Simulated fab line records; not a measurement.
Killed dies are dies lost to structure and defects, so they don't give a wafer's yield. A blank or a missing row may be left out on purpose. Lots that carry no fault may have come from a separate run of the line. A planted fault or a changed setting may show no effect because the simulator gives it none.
Matching of chambers + flow n5_finfet + 3 sister chambers for N5_FIN_SAQP_HM_DEP_72 on pecvd-01
The step deposits SiO2 from SiH4/N2O, target thk 12 nm, time 7.2 s. 20 wafers are shown with their chamber, then 10 later ones without.

== WAFERS PAIRED WITH THEIR CHAMBERS ==
| wafer  | chamber | showerhead_vpp_V (V) | showerhead_plenum_p_Torr (Torr) | heater_power_w (W) |
|--------|---------|----------------------|---------------------------------|--------------------|
| L075.2 | 0       | 1079                 | 8.14                            | 584                |
| L075.3 | 1       | 1015                 | 8.09                            | 803                |
| L075.6 | 2       | 1024                 | 8.33                            | 713                |
| L079.1 | 1       | 1005                 | 8.12                            | 834                |
| L079.5 | 0       | 1101                 | 8.14                            | 727                |
| L079.6 | 1       | 1030                 | 8.11                            | 842                |
| L083.1 | 1       | 1019                 | 8.13                            | 769                |
| L083.5 | 1       | 1029                 | 8.12                            | 770                |
| L083.6 | 0       | 1100                 | 8.15                            | 713                |
| L087.2 | 1       | 1035                 | 8.11                            | 875                |
| L087.5 | 1       | 1018                 | 8.10                            | 868                |
| L087.6 | 0       | 1117                 | 8.11                            | 649                |
| L088.1 | 0       | 1114                 | 8.15                            | 595                |
| L088.4 | 1       | 1027                 | 8.09                            | 881                |
| L088.5 | 2       | 1023                 | 8.29                            | 791                |
| L089.1 | 0       | 1104                 | 8.14                            | 582                |
| L089.4 | 1       | 1024                 | 8.11                            | 719                |
| L089.6 | 2       | 1018                 | 8.26                            | 760                |
| L091.2 | 2       | 1023                 | 8.28                            | 777                |
| L091.3 | 2       | 1022                 | 8.27                            | 799                |

SIGNATURES, as means of the wafers listed above
| reading                  | chamber 0 | chamber 1 | chamber 2 | scatter within a chamber |
|--------------------------|-----------|-----------|-----------|--------------------------|
| showerhead_vpp_V         | 1102.50   | 1022.44   | 1022.00   | 9.7                      |
| showerhead_plenum_p_Torr | 8.1383    | 8.1089    | 8.2860    | 0.018                    |
| heater_power_w           | 641.67    | 817.89    | 768.00    | 55                       |
Rule: for a wafer and a chamber, the distance is found by dividing, reading by reading, the gap between the wafer's reading and the chamber's mean by the reading's scatter, squaring, summing and taking the root. The wafer belongs to the nearest chamber; if the next one is less than 2 further off, it can't be placed. The scatter: the root of (the sum of the squares of (reading less its chamber's mean) over the shown wafers, divided by (wafers less chambers)).

== WAFERS MISSING THEIR CHAMBER ==
| wafer  | showerhead_vpp_V (V) | showerhead_plenum_p_Torr (Torr) | heater_power_w (W) |
|--------|----------------------|---------------------------------|--------------------|
| L091.5 | 1022                 | 8.29                            | 787                |
| L092.1 | 1000                 | 8.27                            | 772                |
| L092.2 | 1041                 | 8.12                            | 891                |
| L092.5 | 1020                 | 8.28                            | 802                |
| L096.4 | 1115                 | 8.13                            | 665                |
| L096.5 | 998                  | 8.26                            | 748                |
| L096.6 | 1034                 | 8.11                            | 866                |
| L097.2 | 1008                 | 8.28                            | 767                |
| L097.3 | 1110                 | 8.15                            | 607                |
| L097.6 | 1029                 | 8.13                            | 816                |

== CHAMBER TAKEN BY EACH ==
| wafer  | from the rows above | in truth |
|--------|---------------------|----------|
| L091.5 | 2                   | 2        |
| L092.1 | 2                   | 2        |
| L092.2 | 1                   | 1        |
| L092.5 | 2                   | 2        |
| L096.4 | 0                   | 0        |
| L096.5 | 2                   | 2        |
| L096.6 | 1                   | 1        |
| L097.2 | 2                   | 2        |
| L097.3 | 0                   | 0        |
| L097.6 | 1                   | 1        |
10 of 10 placed correctly. Can't be placed from these rows: 0. Number placed wrongly: 0.
